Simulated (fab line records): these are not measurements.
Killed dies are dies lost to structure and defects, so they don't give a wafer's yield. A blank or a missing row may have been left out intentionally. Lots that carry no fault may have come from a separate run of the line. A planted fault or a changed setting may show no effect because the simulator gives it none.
Comparing a struck lot with a sound one || flow n5 finfet || 14 steps out of a route of 1938
Sound: the wafers L237.1, L237.3, L237.6. Struck: wafer L245.5 (L245.2, L245.6, from the same lot, were not struck and are left out); the cause is given at the end.
Order at every step that has rows: each side's tool, ch and its chambers, its first start. Under that, the readings that differ: sound wafers || struck wafers || difference of the means || sigmas: that difference in standard deviations of wafers without a fault.
alike: readings with means less than 2 such deviations apart, plus words and numbers identical on both sides. not compared: withheld readings, readings lacking a value on some wafer, bounds such as >300 that could conceal the same value, and numbers that have no deviation in the record and whose values overlap.
Wherever a step has rows on one side only, a row that says differs or no value, or a row with sigmas, the two part there. Numbers that don't overlap but have no deviation are shown without sigmas and don't part them. A reading that every wafer of one side lacks parts them only if that side has two wafers or more.

first, 8 steps without rows for these wafers: N5_MIM_TOP_LITHO_HMDS_01 (time 60 s); N5_MIM_TOP_LITHO_COAT_02; N5_MIM_TOP_LITHO_EBR_04; N5_MIM_TOP_LITHO_SOFTBAKE_03 (time 90 s); N5_MIM_TOP_LITHO_EXPOSE_05 (exposes mask MIM TOP, target cd 2000 nm); N5_MIM_TOP_LITHO_PEB_06; N5_MIM_TOP_LITHO_DEVELOP_07 (develop time 60 s); N5_MIM_TOP_LITHO_HARDBAKE_09 (time 120 s).
N5_MIM_TOP_LITHO_CD_MEAS_08: target cd 2000 nm.
  sound on cd sem-02 ch 0, day 13 05:57; struck on cd sem-02 ch 0, day 15 19:07
  alike: cd nm
N5_MIM_TOP_LITHO_OVL_MEAS_11:
  sound on overlay-02 ch 0, day 13 05:59; struck on overlay-01 ch 0, day 15 19:08
  alike: MIM_TOP_OVL
N5_MIM_TOP_LITHO_INSPECT_12: inspects for defects (macro).
  struck on defect inspect-01, day 15 19:10; sound on defect inspect-02, day 13 06:01
  alike: raw defect count
N5_MIM_TOP_LITHO_DESCUM_10: chemistry O2, time 7.9 s.
  sound on rie diel-06 ch 1,2,3, day 13 06:02; struck on rie diel-03 ch 0, day 15 19:12
  alike: drypump motor current A, oes product au, rf vpp V, showerhead plenum p Torr, throttle valve pct
  not compared: rf hours counter h
N5_MIM_TOP_ETCH_ETCH_00: etches TiN in Cl2/BCl3, target depth 38.5 nm.
  sound on rie metal-01 ch 0,1, day 13 06:08; struck on rie metal-01 ch 0, day 15 19:17
{"reading": "mfc cl2 sccm (sccm)", "sound": "53.19 53.39 53.22", "struck": 69.78, "difference": "+16.51", "sigmas": "+99 or more"}
{"reading": "throttle valve pct (%)", "sound": "22.50 23.33 22.50", "struck": 24.29, "difference": "+1.51", "sigmas": "+6"}
  alike: drypump motor current A, he backside leak sccm, oes product au
  not compared: rf hours counter h
N5_MIM_TOP_ETCH_STRIP_01: strips in O2.
  sound on rie diel-04 ch 0,2,3, day 13 06:16; struck on rie diel-02 ch 1, day 15 19:26
{"reading": "drypump motor current A (A)", "sound": "6.3 5.9 5.7", "struck": 4.9, "difference": -1.1, "sigmas": -3}
  alike: oes product au, rf vpp V, showerhead plenum p Torr, throttle valve pct
  not compared: rf hours counter h

== WHERE THEY PART ==
Last at N5_MIM_TOP_ETCH_STRIP_01 as far as this record goes, first at N5_MIM_TOP_ETCH_ETCH_00.

WHY: what the simulator had put in
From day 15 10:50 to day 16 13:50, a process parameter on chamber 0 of rie metal-01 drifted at N5_MIM_TOP_ETCH_ETCH_00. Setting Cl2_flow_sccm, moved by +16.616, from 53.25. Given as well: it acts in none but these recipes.
